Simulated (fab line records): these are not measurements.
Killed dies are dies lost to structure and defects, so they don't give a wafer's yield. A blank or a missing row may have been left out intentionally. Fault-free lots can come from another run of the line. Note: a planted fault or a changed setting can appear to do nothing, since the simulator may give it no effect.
fab line records	flow n5Finfet
record lots=24	wafers=72	lastDay=18
route steps=1938 shown BEOL_M3@995 BEOL_M4@1022
lots that met no fault: from a run of the same line without faults
startH: the number of hours between the record's first day and the start of the first shown wafer of the lot	waitH: how many hours have passed since the lot's step before this one	" the same as in the row above	L1.1+2: a row that stands for several wafers	- no value, or no start was given	* or withheld: withheld	< > ~ a bound
route shown NAME@n: names a module that has steps shown in the file, with the first one's number in the route	usual: average and standard deviation across the fault-free wafers	same: alike in all rows	chamber/n: place in a boat	sites: the reading at each site	_std_site: standard deviation of those values	_edge_site: outer sites' mean less inner sites'	radiusMm: how far each site lies from the wafer's centre	mask NAME#n: copy n	behind: the most recent tool/chamber to have shaped the wafer	hold: why the lot was held/for how many hours/how that ended	device: the n, p or np transistor that did not switch	end of line: the route-end tests of the same wafers	a step with no rows: only its recipe	killed: dies that structure and defects cost at the first sort, which is not the same as the wafer's yield	map: a wafer's dies, x killed, . not, _ none there
set.NAME: setting as actually run; set.NAME@STEP: the setting as run at that earlier step	model.NAME: the simulator's own value behind a step, which no gauge read
steps of the route over a sample of lots; a table a step, a row a wafer
services: when a tool's chamber went out of use (startH, in hours from the record's first day, below 0 if earlier), for how many hours, and the reason
## steps
# step N5_BEOL_M3_ANNEAL_49
# recipe tempC=400	timeS=240	ambient=vacuum
# usual heaterPowerW=842/78
lot.wafer	tool	chamber	startH	waitH	heaterPowerW
L075.2	pvdSputter-01	-	155.72	0.0	862
L075.4	"	-	"	"	792
L075.5	"	-	"	"	880
L074.2	pvdSputter-01	-	158.08	0.0	802
L074.3	"	-	"	"	820
L074.6	"	-	"	"	805
L076.1	pvdSputter-01	-	160.10	0.0	802
L076.4	"	-	"	"	814
L076.5	"	-	"	"	802
L077.3	pvdSputter-01	-	177.24	0.0	791
L077.5	"	-	"	"	791
L077.6	"	-	"	"	826
L079.2	pvdSputter-02	-	195.75	0.0	900
L079.3	"	-	"	"	829
L079.6	"	-	"	"	793
L078.1	pvdSputter-01	-	197.75	0.0	890
L078.2	"	-	"	"	807
L078.5	"	-	"	"	895
L080.2	pvdSputter-03	-	198.89	0.0	856
L080.3	"	-	"	"	863
L080.5	"	-	"	"	666
L082.3	pvdSputter-02	-	202.43	0.0	823
L082.5	"	-	"	"	1031
L082.6	"	-	"	"	802
L081.1	pvdSputter-03	-	203.61	0.0	851
L081.3	"	-	"	"	701
L081.6	"	-	"	"	885
L083.1	pvdSputter-03	-	206.77	0.0	872
L083.2	"	-	"	"	702
L083.6	"	-	"	"	870
L084.1	pvdSputter-02	-	207.75	0.0	886
L084.4	"	-	"	"	1068
L084.5	"	-	"	"	913
L085.1	pvdSputter-01	-	214.54	0.0	797
L085.3	"	-	"	"	791
L085.6	"	-	"	"	889
L086.3	pvdSputter-02	-	229.92	0.0	1064
L086.4	"	-	"	"	811
L086.5	"	-	"	"	1028
L087.2	pvdSputter-03	-	237.30	0.0	901
L087.3	"	-	"	"	691
L087.5	"	-	"	"	875
L088.3	pvdSputter-01	-	240.36	0.0	800
L088.5	"	-	"	"	897
L088.6	"	-	"	"	792
L089.1	pvdSputter-02	-	247.23	0.0	802
L089.2	"	-	"	"	902
L089.3	"	-	"	"	1025
L090.2	pvdSputter-03	-	253.29	0.0	681
L090.3	"	-	"	"	842
L090.4	"	-	"	"	840
L091.1	pvdSputter-03	-	260.57	0.0	881
L091.2	"	-	"	"	892
L091.4	"	-	"	"	689
L092.1	pvdSputter-02	-	265.59	0.0	895
L092.2	"	-	"	"	795
L092.3	"	-	"	"	1042
L095.2	pvdSputter-01	-	279.73	0.0	801
L095.3	"	-	"	"	894
L095.6	"	-	"	"	794
L093.1	pvdSputter-03	-	285.47	0.0	853
L093.3	"	-	"	"	687
L093.5	"	-	"	"	887
L094.1	pvdSputter-01	-	290.78	0.0	817
L094.4	"	-	"	"	832
L094.5	"	-	"	"	883
L096.1	pvdSputter-03	-	290.97	0.0	880
L096.3	"	-	"	"	697
L096.4	"	-	"	"	832
L097.3	pvdSputter-02	-	292.28	0.0	817
L097.5	"	-	"	"	1043
L097.6	"	-	"	"	805
# step N5_BEOL_M3_ANNEAL_80
# recipe tempC=400	timeS=240	ambient=vacuum
# usual heaterPowerW=843/78
lot.wafer	tool	chamber	startH	waitH	heaterPowerW
L075.2	pvdSputter-01	-	155.94	0.0	883
L075.4	"	-	"	"	789
L075.5	"	-	"	"	898
L074.2	pvdSputter-01	-	158.30	0.0	799
L074.3	"	-	"	"	816
L074.6	"	-	"	"	807
L076.1	pvdSputter-01	-	160.32	0.0	791
L076.4	"	-	"	"	823
L076.5	"	-	"	"	795
L077.3	pvdSputter-01	-	177.46	0.0	803
L077.5	"	-	"	"	804
L077.6	"	-	"	"	807
L079.2	pvdSputter-02	-	195.97	0.0	918
L079.3	"	-	"	"	782
L079.6	"	-	"	"	812
L078.1	pvdSputter-01	-	197.97	0.0	874
L078.2	"	-	"	"	811
L078.5	"	-	"	"	905
L080.2	pvdSputter-03	-	199.11	0.0	840
L080.3	"	-	"	"	872
L080.5	"	-	"	"	710
L082.3	pvdSputter-02	-	202.65	0.0	825
L082.5	"	-	"	"	1068
L082.6	"	-	"	"	818
L081.1	pvdSputter-03	-	203.83	0.0	843
L081.3	"	-	"	"	681
L081.6	"	-	"	"	905
L083.1	pvdSputter-03	-	206.99	0.0	881
L083.2	"	-	"	"	704
L083.6	"	-	"	"	895
L084.1	pvdSputter-02	-	207.97	0.0	908
L084.4	"	-	"	"	1019
L084.5	"	-	"	"	878
L085.1	pvdSputter-01	-	214.76	0.0	779
L085.3	"	-	"	"	792
L085.6	"	-	"	"	903
L086.3	pvdSputter-02	-	230.14	0.0	1049
L086.4	"	-	"	"	813
L086.5	"	-	"	"	1025
L087.2	pvdSputter-03	-	237.52	0.0	890
L087.3	"	-	"	"	705
L087.5	"	-	"	"	895
L088.3	pvdSputter-01	-	240.58	0.0	782
L088.5	"	-	"	"	896
L088.6	"	-	"	"	806
L089.1	pvdSputter-02	-	247.45	0.0	810
L089.2	"	-	"	"	909
L089.3	"	-	"	"	1049
L090.2	pvdSputter-03	-	253.51	0.0	681
L090.3	"	-	"	"	859
L090.4	"	-	"	"	869
L091.1	pvdSputter-03	-	260.79	0.0	846
L091.2	"	-	"	"	897
L091.4	"	-	"	"	671
L092.1	pvdSputter-02	-	265.81	0.0	888
L092.2	"	-	"	"	801
L092.3	"	-	"	"	1033
L095.2	pvdSputter-01	-	279.95	0.0	812
L095.3	"	-	"	"	885
L095.6	"	-	"	"	808
L093.1	pvdSputter-03	-	285.69	0.0	882
L093.3	"	-	"	"	689
L093.5	"	-	"	"	855
L094.1	pvdSputter-01	-	291.00	0.0	796
L094.4	"	-	"	"	796
L094.5	"	-	"	"	861
L096.1	pvdSputter-03	-	291.19	0.0	890
L096.3	"	-	"	"	702
L096.4	"	-	"	"	858
L097.3	pvdSputter-02	-	292.50	0.0	810
L097.5	"	-	"	"	1034
L097.6	"	-	"	"	813
# step N5_BEOL_M3_SPUTTER_88
# recipe material=Cu	targetThkA=45	tempC=-20	chamberPressurePa=0.07	powerW=withheld	timeS=8.29
# usual throttleValvePct=29.4/1.1
lot.wafer	tool	chamber	startH	waitH	throttleValvePct
L075.2	pvdSputter-01	-	156.52	0.1	29.3
L075.4	"	-	"	"	30.0
L075.5	"	-	"	"	29.3
L074.2	pvdSputter-01	-	158.88	0.1	29.8
L074.3	"	-	"	"	27.3
L074.6	"	-	"	"	30.6
L076.1	pvdSputter-01	-	160.90	0.1	30.3
L076.4	"	-	"	"	27.4
L076.5	"	-	"	"	30.3
L077.3	pvdSputter-01	-	178.04	0.1	30.3
L077.5	"	-	"	"	27.1
L077.6	"	-	"	"	30.0
L079.2	pvdSputter-02	-	196.55	0.1	31.2
L079.3	"	-	"	"	29.7
L079.6	"	-	"	"	29.7
L078.1	pvdSputter-01	-	198.55	0.1	29.4
L078.2	"	-	"	"	30.2
L078.5	"	-	"	"	29.1
L080.2	pvdSputter-03	-	199.69	0.1	30.5
L080.3	"	-	"	"	29.6
L080.5	"	-	"	"	27.4
L082.3	pvdSputter-02	-	203.23	0.1	28.1
L082.5	"	-	"	"	30.4
L082.6	"	-	"	"	29.7
L081.1	pvdSputter-03	-	204.41	0.1	29.6
L081.3	"	-	"	"	27.4
L081.6	"	-	"	"	29.4
L083.1	pvdSputter-03	-	207.57	0.1	29.4
L083.2	"	-	"	"	27.4
L083.6	"	-	"	"	29.3
L084.1	pvdSputter-02	-	208.55	0.1	30.8
L084.4	"	-	"	"	30.1
L084.5	"	-	"	"	31.0
L085.1	pvdSputter-01	-	215.34	0.1	30.1
L085.3	"	-	"	"	30.4
L085.6	"	-	"	"	29.4
L086.3	pvdSputter-02	-	230.72	0.1	30.2
L086.4	"	-	"	"	28.0
L086.5	"	-	"	"	30.3
L087.2	pvdSputter-03	-	238.10	0.1	29.4
L087.3	"	-	"	"	27.3
L087.5	"	-	"	"	29.2
L088.3	pvdSputter-01	-	241.16	0.1	30.5
L088.5	"	-	"	"	29.4
L088.6	"	-	"	"	30.3
L089.1	pvdSputter-02	-	248.03	0.1	28.1
L089.2	"	-	"	"	30.9
L089.3	"	-	"	"	30.4
L090.2	pvdSputter-03	-	254.09	0.1	27.6
L090.3	"	-	"	"	29.8
L090.4	"	-	"	"	29.9
L091.1	pvdSputter-03	-	261.37	0.1	30.2
L091.2	"	-	"	"	29.3
L091.4	"	-	"	"	27.5
L092.1	pvdSputter-02	-	266.39	0.1	30.8
L092.2	"	-	"	"	28.0
L092.3	"	-	"	"	30.2
L095.2	pvdSputter-01	-	280.53	0.1	29.8
L095.3	"	-	"	"	29.6
L095.6	"	-	"	"	30.0
L093.1	pvdSputter-03	-	286.27	0.1	29.0
L093.3	"	-	"	"	27.2
L093.5	"	-	"	"	30.4
L094.1	pvdSputter-01	-	291.58	0.1	27.4
L094.4	"	-	"	"	30.4
L094.5	"	-	"	"	29.2
L096.1	pvdSputter-03	-	291.77	0.1	29.6
L096.3	"	-	"	"	27.5
L096.4	"	-	"	"	29.6
L097.3	pvdSputter-02	-	293.08	0.1	27.9
L097.5	"	-	"	"	30.6
L097.6	"	-	"	"	30.2
# step N5_BEOL_M3_DEP_57
# recipe material=SiCN	targetThkA=80	tempC=withheld	precursor=3MS/NH3	pressureTorr=3	rfW=202	timeS=14
# usual chamberPressureTorr=3.000/0.0058	showerheadPlenumPTorr=3.675/0.015	throttleValvePct=8.9/0.39
lot.wafer	tool	chamber	startH	waitH	chamberPressureTorr	showerheadPlenumPTorr	throttleValvePct
L075.2	pecvd-03	2	158.53	0.0	2.993	3.651	8.8
L075.4	"	1	"	"	2.993	3.663	8.9
L075.5	"	2	"	"	2.995	3.661	8.4
L074.2	pecvd-02	2	161.01	0.0	2.994	3.682	8.4
L074.3	"	0	"	"	3.000	3.674	9.6
L074.6	"	1	"	"	3.001	3.699	8.9
L076.1	pecvd-03	1	163.13	0.0	3.011	3.659	8.7
L076.4	"	2	"	"	2.995	3.657	8.8
L076.5	"	1	"	"	3.002	3.668	8.7
L077.3	pecvd-02	1	179.94	0.0	3.008	3.685	9.3
L077.5	"	2	"	"	3.002	3.685	8.5
L077.6	"	0	"	"	2.993	3.689	9.5
L079.2	pecvd-02	2	198.42	0.0	3.003	3.685	8.8
L079.3	"	0	"	"	3.006	3.679	9.6
L079.6	"	1	"	"	3.005	3.690	9.2
L078.1	pecvd-03	0	200.41	0.0	3.000	3.678	9.2
L078.2	"	2	"	"	2.995	3.656	8.7
L078.5	"	0	"	"	2.996	3.680	9.3
L080.2	pecvd-02	1	201.55	0.0	2.998	3.683	9.3
L080.3	"	0	"	"	2.998	3.684	9.6
L080.5	"	2	"	"	3.000	3.696	8.3
L082.3	pecvd-02	0	205.11	0.0	3.000	3.694	9.5
L082.5	"	2	"	"	2.996	3.683	8.3
L082.6	"	0	"	"	2.994	3.675	9.3
L081.1	pecvd-02	0	206.28	0.0	2.996	3.681	9.6
L081.3	"	1	"	"	2.998	3.697	9.1
L081.6	"	1	"	"	2.994	3.694	9.3
L083.1	pecvd-03	2	209.43	0.0	2.996	3.655	8.7
L083.2	"	0	"	"	3.001	3.677	9.1
L083.6	"	1	"	"	2.998	3.663	8.5
L084.1	pecvd-03	1	210.41	0.0	3.001	3.664	8.8
L084.4	"	0	"	"	3.011	3.679	9.2
L084.5	"	2	"	"	2.997	3.668	8.7
L085.1	pecvd-04	0	217.21	0.0	3.000	3.676	8.9
L085.3	"	1	"	"	3.004	3.663	8.5
L085.6	"	0	"	"	3.010	3.668	9.0
L086.3	pecvd-04	1	232.58	0.0	2.994	3.668	8.5
L086.4	"	1	"	"	3.007	3.670	8.8
L086.5	"	0	"	"	3.009	3.670	9.0
L087.2	pecvd-04	1	240.06	0.0	2.995	3.665	8.6
L087.3	"	2	"	"	2.992	3.643	8.3
L087.5	"	0	"	"	3.006	3.671	9.1
L088.3	pecvd-02	0	243.08	0.0	3.008	3.682	9.6
L088.5	"	2	"	"	3.001	3.681	8.5
L088.6	"	1	"	"	3.014	3.696	9.1
L089.1	pecvd-03	0	250.45	0.0	2.994	3.683	9.4
L089.2	"	2	"	"	3.006	3.659	8.8
L089.3	"	1	"	"	2.995	3.666	8.8
L090.2	pecvd-02	2	255.96	0.0	3.010	3.679	8.4
L090.3	"	2	"	"	3.012	3.687	8.6
L090.4	"	1	"	"	2.999	3.701	9.1
L091.1	pecvd-04	0	263.23	0.0	3.000	3.660	9.1
L091.2	"	1	"	"	3.000	3.665	8.6
L091.4	"	1	"	"	3.006	3.672	8.5
L092.1	pecvd-03	2	268.64	0.0	3.003	3.653	8.7
L092.2	"	1	"	"	3.007	3.662	8.8
L092.3	"	0	"	"	3.000	3.684	9.1
L095.2	pecvd-02	2	282.40	0.0	3.001	3.686	8.6
L095.3	"	0	"	"	3.003	3.670	9.7
L095.6	"	2	"	"	2.995	3.692	8.5
L093.1	pecvd-03	0	288.15	0.0	3.000	3.697	9.5
L093.3	"	2	"	"	3.000	3.662	8.7
L093.5	"	1	"	"	3.002	3.661	8.8
L094.1	pecvd-03	1	293.45	0.0	2.998	3.659	8.7
L094.4	"	0	"	"	3.004	3.694	9.2
L094.5	"	1	"	"	3.007	3.661	9.0
L096.1	pecvd-03	0	293.89	0.0	2.996	3.690	9.3
L096.3	"	1	"	"	2.998	3.667	9.0
L096.4	"	2	"	"	2.999	3.656	8.7
L097.3	pecvd-02	2	298.37	0.0	3.000	3.690	8.8
L097.5	"	0	"	"	2.994	3.679	9.5
L097.6	"	1	"	"	2.986	3.689	9.0
# step N5_BEOL_M3_RS_MEAS_58
# recipe thkMeasGauge=four-point-probe	reads=Co_of_BEOL_M3_CO_CAP_55+Cu_of_BEOL_M3_ECD_50+Co_of_BEOL_M3_CVD_47+TaN_of_BEOL_M3_ALD_84
# usual M3_RS=0.67/0.035
lot.wafer	tool	chamber	startH	waitH	M3_RS[ohm/sq]
L075.2	filmMetro-01	-	158.60	0.1	0.72
L075.4	"	-	"	"	0.69
L075.5	"	-	"	"	0.61
L074.2	filmMetro-02	-	161.08	0.1	0.64
L074.3	"	-	"	"	0.71
L074.6	"	-	"	"	0.61
L076.1	filmMetro-01	-	163.20	0.0	0.67
L076.4	"	-	"	"	0.63
L076.5	"	-	"	"	0.71
L077.3	filmMetro-02	-	180.01	0.1	0.67
L077.5	"	-	"	"	0.65
L077.6	"	-	"	"	0.67
L079.2	filmMetro-01	-	198.49	0.1	0.71
L079.3	"	-	"	"	0.65
L079.6	"	-	"	"	0.61
L078.1	filmMetro-01	-	200.48	0.0	0.70
L078.2	"	-	"	"	0.70
L078.5	"	-	"	"	0.66
L080.2	filmMetro-01	-	201.62	0.1	0.64
L080.3	"	-	"	"	0.66
L080.5	"	-	"	"	0.68
L082.3	filmMetro-02	-	205.17	0.1	0.68
L082.5	"	-	"	"	0.66
L082.6	"	-	"	"	0.67
L081.1	filmMetro-01	-	206.35	0.0	0.67
L081.3	"	-	"	"	0.67
L081.6	"	-	"	"	0.70
L083.1	filmMetro-01	-	209.50	0.0	0.69
L083.2	"	-	"	"	0.67
L083.6	"	-	"	"	0.64
L084.1	filmMetro-01	-	210.48	0.0	0.72
L084.4	"	-	"	"	0.67
L084.5	"	-	"	"	0.70
L085.1	filmMetro-01	-	217.30	0.1	0.67
L085.3	"	-	"	"	0.71
L085.6	"	-	"	"	0.64
L086.3	filmMetro-02	-	232.65	0.1	0.62
L086.4	"	-	"	"	0.59
L086.5	"	-	"	"	0.61
L087.2	filmMetro-02	-	240.13	0.1	0.66
L087.3	"	-	"	"	0.64
L087.5	"	-	"	"	0.61
L088.3	filmMetro-02	-	243.15	0.1	0.73
L088.5	"	-	"	"	0.68
L088.6	"	-	"	"	0.71
L089.1	filmMetro-01	-	250.51	0.0	0.67
L089.2	"	-	"	"	0.69
L089.3	"	-	"	"	0.65
L090.2	filmMetro-01	-	256.05	0.1	0.71
L090.3	"	-	"	"	0.67
L090.4	"	-	"	"	0.64
L091.1	filmMetro-02	-	263.29	0.0	0.75
L091.2	"	-	"	"	0.81
L091.4	"	-	"	"	0.65
L092.1	filmMetro-02	-	268.71	0.0	0.64
L092.2	"	-	"	"	0.65
L092.3	"	-	"	"	0.63
L095.2	filmMetro-02	-	282.47	0.1	0.65
L095.3	"	-	"	"	0.70
L095.6	"	-	"	"	0.68
L093.1	filmMetro-01	-	288.21	0.0	0.68
L093.3	"	-	"	"	0.64
L093.5	"	-	"	"	0.66
L094.1	filmMetro-01	-	293.51	0.0	0.65
L094.4	"	-	"	"	0.63
L094.5	"	-	"	"	0.64
L096.1	filmMetro-01	-	293.96	0.0	0.70
L096.3	"	-	"	"	0.68
L096.4	"	-	"	"	0.67
L097.3	filmMetro-02	-	298.44	0.1	0.76
L097.5	"	-	"	"	0.65
L097.6	"	-	"	"	0.68
# step N5_BEOL_M4_THK_MEAS_01
# recipe reads=SiOC_of_BEOL_M4_ILD_DEP_00
# usual M4_ILD_THK=78.7/1.1
lot.wafer	tool	chamber	startH	waitH	M4_ILD_THK[nm]
L075.2	filmMetro-01	-	158.75	0.1	75.9
L075.4	"	-	"	"	78.6
L075.5	"	-	"	"	76.7
L074.2	filmMetro-02	-	161.21	0.1	79.8
L074.3	"	-	"	"	78.4
L074.6	"	-	"	"	80.3
L076.1	filmMetro-02	-	163.33	0.0	77.8
L076.4	"	-	"	"	79.5
L076.5	"	-	"	"	79.7
L077.3	filmMetro-01	-	180.14	0.1	78.5
L077.5	"	-	"	"	78.6
L077.6	"	-	"	"	80.1
L079.2	filmMetro-01	-	198.62	0.1	79.5
L079.3	"	-	"	"	79.2
L079.6	"	-	"	"	80.2
L078.1	filmMetro-01	-	200.61	0.0	79.5
L078.2	"	-	"	"	78.5
L078.5	"	-	"	"	79.2
L080.2	filmMetro-02	-	201.80	0.1	77.1
L080.3	"	-	"	"	77.0
L080.5	"	-	"	"	78.5
L082.3	filmMetro-02	-	205.32	0.1	78.9
L082.5	"	-	"	"	79.6
L082.6	"	-	"	"	78.9
L081.1	filmMetro-01	-	206.49	0.1	77.3
L081.3	"	-	"	"	78.6
L081.6	"	-	"	"	79.1
L083.1	filmMetro-01	-	209.63	0.0	79.7
L083.2	"	-	"	"	78.4
L083.6	"	-	"	"	80.1
L084.1	filmMetro-01	-	210.61	0.0	78.6
L084.4	"	-	"	"	78.3
L084.5	"	-	"	"	80.0
L085.1	filmMetro-02	-	217.43	0.0	78.3
L085.3	"	-	"	"	79.4
L085.6	"	-	"	"	80.1
L086.3	filmMetro-02	-	232.79	0.1	79.2
L086.4	"	-	"	"	78.8
L086.5	"	-	"	"	79.2
L087.2	filmMetro-01	-	240.26	0.1	77.9
L087.3	"	-	"	"	78.8
L087.5	"	-	"	"	78.7
L088.3	filmMetro-02	-	243.28	0.1	79.5
L088.5	"	-	"	"	79.4
L088.6	"	-	"	"	79.5
L089.1	filmMetro-01	-	250.64	0.0	77.8
L089.2	"	-	"	"	77.5
L089.3	"	-	"	"	77.2
L090.2	filmMetro-01	-	256.18	0.1	79.1
L090.3	"	-	"	"	79.7
L090.4	"	-	"	"	79.2
L091.1	filmMetro-02	-	263.42	0.0	76.7
L091.2	"	-	"	"	77.4
L091.4	"	-	"	"	77.4
L092.1	filmMetro-01	-	268.84	0.0	78.3
L092.2	"	-	"	"	77.8
L092.3	"	-	"	"	78.1
L095.2	filmMetro-01	-	282.61	0.1	77.8
L095.3	"	-	"	"	79.9
L095.6	"	-	"	"	79.6
L093.1	filmMetro-02	-	288.36	0.1	77.9
L093.3	"	-	"	"	79.3
L093.5	"	-	"	"	79.6
L094.1	filmMetro-02	-	293.64	0.0	76.7
L094.4	"	-	"	"	79.8
L094.5	"	-	"	"	77.4
L096.1	filmMetro-02	-	294.09	0.0	77.0
L096.3	"	-	"	"	76.8
L096.4	"	-	"	"	80.0
L097.3	filmMetro-02	-	298.57	0.1	79.1
L097.5	"	-	"	"	79.2
L097.6	"	-	"	"	81.3
## services
tool	chamber	startH	hours	kind
pecvd-03	1	147.54	5.5	scheduledDown
pecvd-02	-	151.87	5.5	pm
pvdSputter-03	-	152.34	6.3	repair
pvdSputter-03	-	160.23	10.0	repair
pecvd-03	2	169.89	2.1	scheduledDown
pecvd-04	2	189.26	3.8	repair
pecvd-02	1	189.65	2.1	scheduledDown
pecvd-03	-	201.67	6.0	pm
pecvd-04	2	202.38	-	clean
pecvd-04	2	202.38	-	consumableReplace:showerhead
pecvd-04	2	202.38	29.0	scheduledDown
pecvd-04	2	202.38	29.0	ventCycle
pvdSputter-02	-	239.55	2.6	repair
pecvd-02	0	254.05	5.5	scheduledDown
pecvd-02	2	259.51	2.1	scheduledDown
pecvd-04	1	274.60	19.2	repair
pecvd-03	1	283.41	2.1	scheduledDown
pecvd-02	0	285.39	2.1	scheduledDown
## key
fault none
